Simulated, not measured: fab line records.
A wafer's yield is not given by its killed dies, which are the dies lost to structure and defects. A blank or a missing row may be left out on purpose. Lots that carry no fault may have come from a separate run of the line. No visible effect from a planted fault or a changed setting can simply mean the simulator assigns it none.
Matching of chambers | flow n5Finfet | rieDiel-02 running N5_BEOL_M8_ETCH_72: 4 sister chambers
The step etches underlayer in N2/H2, target depth 6.5 nm, time 5.2 s. 24 wafers are shown with their chamber, then 12 later ones without.

## EACH WAFER AND ITS CHAMBER
wafer  | chamber | drypumpMotorCurrentA (A) | throttleValvePct (%) | showerheadPlenumPTorr (Torr)
L076.1 | 3       | 5.9                      | 18.00                | 2.50
L076.4 | 1       | 5.9                      | 18.12                | 2.47
L076.6 | 3       | 5.9                      | 18.00                | 2.50
L079.1 | 1       | 5.9                      | 18.15                | 2.46
L079.4 | 1       | 5.8                      | 18.13                | 2.46
L079.6 | 0       | 5.3                      | 18.45                | 2.53
L078.2 | 2       | 5.7                      | 17.96                | 2.57
L078.3 | 1       | 5.9                      | 18.15                | 2.46
L078.6 | 0       | 5.3                      | 18.45                | 2.53
L084.1 | 0       | 5.3                      | 18.43                | 2.52
L084.4 | 0       | 5.3                      | 18.45                | 2.52
L084.6 | 1       | 5.9                      | 18.16                | 2.46
L086.2 | 3       | 5.9                      | 18.02                | 2.49
L086.3 | 1       | 5.9                      | 18.17                | 2.45
L086.4 | 0       | 5.3                      | 18.46                | 2.52
L092.1 | 1       | 5.9                      | 18.22                | 2.45
L092.2 | 0       | 5.3                      | 18.48                | 2.52
L092.3 | 3       | 5.9                      | 18.03                | 2.49
L093.1 | 3       | 5.9                      | 18.06                | 2.49
L093.2 | 0       | 5.3                      | 18.51                | 2.52
L093.3 | 1       | 5.8                      | 18.22                | 2.45
L093.4 | 2       | 5.7                      | 18.01                | 2.56
L093.5 | 3       | 5.9                      | 18.03                | 2.49
L093.6 | 0       | 5.3                      | 18.48                | 2.51

SIGNATURES, as means of the wafers listed above
reading               | chamber 0 | chamber 1 | chamber 2 | chamber 3 | scatter within a chamber
drypumpMotorCurrentA  | 5.300     | 5.875     | 5.700     | 5.900     | 0.0274
throttleValvePct      | 18.4638   | 18.1650   | 17.9850   | 18.0233   | 0.03
showerheadPlenumPTorr | 2.5212    | 2.4575    | 2.5650    | 2.4933    | 0.00641
Rule: for a wafer and a chamber, the distance is found by dividing, reading by reading, the gap between the wafer's reading and the chamber's mean by the reading's scatter, squaring, summing and taking the root. The wafer belongs to the nearest chamber; if the next one is less than 2 further off, it can't be placed. The scatter: take each reading less its chamber's mean, square it, sum over the shown wafers, divide by the number of wafers less the number of chambers, and take the root.

## WAFERS WITH NO CHAMBER GIVEN
wafer  | drypumpMotorCurrentA (A) | throttleValvePct (%) | showerheadPlenumPTorr (Torr)
L091.1 | 5.9                      | 18.06                | 2.48
L091.2 | 5.7                      | 18.06                | 2.56
L091.4 | 5.9                      | 18.23                | 2.44
L094.3 | 5.7                      | 18.04                | 2.56
L094.4 | 5.8                      | 18.24                | 2.44
L094.6 | 5.9                      | 18.07                | 2.48
L096.1 | 5.7                      | 18.05                | 2.56
L096.2 | 5.9                      | 18.21                | 2.44
L096.3 | 5.9                      | 18.08                | 2.48
L096.4 | 5.8                      | 18.21                | 2.44
L096.5 | 5.7                      | 18.03                | 2.56
L096.6 | 5.9                      | 18.06                | 2.48

## CHAMBER TAKEN BY EACH
wafer  | from the rows above     | in truth
L091.1 | 3                       | 3
L091.2 | 2                       | 2
L091.4 | 1                       | 1
L094.3 | 2                       | 2
L094.4 | 1                       | 1
L094.6 | 3                       | 3
L096.1 | 2                       | 2
L096.2 | 1                       | 1
L096.3 | can't be placed: 3 or 1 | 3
L096.4 | 1                       | 1
L096.5 | 2                       | 2
L096.6 | 3                       | 3
11 of 12 placed correctly. Not placeable from these rows: 1 (in 1, the candidates include the true chamber). Placed wrongly: 0.
